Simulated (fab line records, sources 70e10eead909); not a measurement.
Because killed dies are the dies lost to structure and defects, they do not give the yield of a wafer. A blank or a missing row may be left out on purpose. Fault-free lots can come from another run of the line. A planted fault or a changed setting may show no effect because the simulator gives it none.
Which of the tools did it? :: flow nand harc :: Sampling: 6 lots, 17 wafers, 5 of 1159 route steps

## WHAT EACH GAUGE READ, for each wafer
NHARC_END_SORT_01.
lot: L989
measured: day 21 17:14
on: prober-01
killed at array: 22 30

lot: L999
measured: day 24 09:38
on: prober-02
killed at array: 29 25 28

## WHAT TOOL EACH LOT RAN ON (gives the tool, then ch and the chambers of the sampled wafers, and finally the start)
lot: L984
NHARC_A_SLIT_ETCH_26: har etch-02 ch 0,1, day 15 02:56
NHARC_A_SLIT_STRIP_18: rie diel-13 ch 0,1,3, day 16 07:32 or earlier
NHARC_A_WL_FILL_ETCHBACK_26: rie si-05 ch 0,2,3, day 16 07:32
NHARC_A_WL_FILL_CMP_12: cmp-04 ch 1,2,3, day 16 14:24

lot: L991
NHARC_A_SLIT_ETCH_26: har etch-02 ch 0,1, day 16 09:53
NHARC_A_SLIT_STRIP_18: rie diel-09 ch 0,1,2, day 17 14:46 or earlier
NHARC_A_WL_FILL_ETCHBACK_26: rie si-05 ch 0,1,3, day 17 14:46
NHARC_A_WL_FILL_CMP_12: cmp-01 ch 0,3, day 17 20:14

lot: L989
NHARC_A_SLIT_ETCH_26: har etch-01 ch 0,1, day 16 18:44
NHARC_A_SLIT_STRIP_18: rie diel-09 ch 1,3, day 18 05:05 or earlier
NHARC_A_WL_FILL_ETCHBACK_26: rie si-05 ch 0,3, day 18 05:05
NHARC_A_WL_FILL_CMP_12: cmp-02 ch 1,3, day 18 10:40

lot: L999
NHARC_A_SLIT_ETCH_26: har etch-01 ch 0,1, day 18 12:31
NHARC_A_SLIT_STRIP_18: rie diel-13 ch 0,2,3, day 19 20:14 or earlier
NHARC_A_WL_FILL_ETCHBACK_26: rie si-02 ch 0,1, day 19 20:14
NHARC_A_WL_FILL_CMP_12: cmp-02 ch 0,1,3, day 20 05:56

lot: L996
NHARC_A_SLIT_ETCH_26: har etch-01 ch 0,1, day 18 16:04
NHARC_A_SLIT_STRIP_18: rie diel-12 ch 1,3, day 20 01:35 or earlier
NHARC_A_WL_FILL_ETCHBACK_26: rie si-02 ch 0,1,2, day 20 01:35
NHARC_A_WL_FILL_CMP_12: cmp-02 ch 0,1,2, day 20 14:28

lot: L103
NHARC_A_SLIT_ETCH_26: har etch-01 ch 0,1, day 19 14:45
NHARC_A_SLIT_STRIP_18: rie diel-09 ch 1,2,3, day 20 23:10 or earlier
NHARC_A_WL_FILL_ETCHBACK_26: rie si-02 ch 0,1,3, day 20 23:10
NHARC_A_WL_FILL_CMP_12: cmp-01 ch 2,3, day 21 14:16
- NHARC_A_SLIT_ETCH_26: etches the open film in C4F8/O2/Ar, time 90 s, target depth 400 nm.
- NHARC_A_SLIT_STRIP_18: strips in O2.
- NHARC_A_WL_FILL_ETCHBACK_26: etches the open film in HBr, target depth 52 nm, time 13.3 s.
- NHARC_A_WL_FILL_CMP_12: polishes, t overpolish 30 s, target thk 75 nm.

## THE ANSWER, worked out from the rows above alone
Rule: the lots themselves supply what counts as usual. The widest of any qualifying gaps counts: lots, ordered by their means at a reading, are off when they make up no more than a third of the lots, leave a main group of 4 or more, and stand apart from it by 3 or more times the standard deviation of that group's means. Not used: any main group whose means are identical at the precision the tables above print for the reading. Also off: a lot with no number at a reading for which 4 or more lots have one. Where the step has rows for the other lots, those lots are counted as sound.
No lot is off on any of the readings shown, so nothing can be concluded from this.

## WHAT WAS PUT IN BY THE SIMULATOR
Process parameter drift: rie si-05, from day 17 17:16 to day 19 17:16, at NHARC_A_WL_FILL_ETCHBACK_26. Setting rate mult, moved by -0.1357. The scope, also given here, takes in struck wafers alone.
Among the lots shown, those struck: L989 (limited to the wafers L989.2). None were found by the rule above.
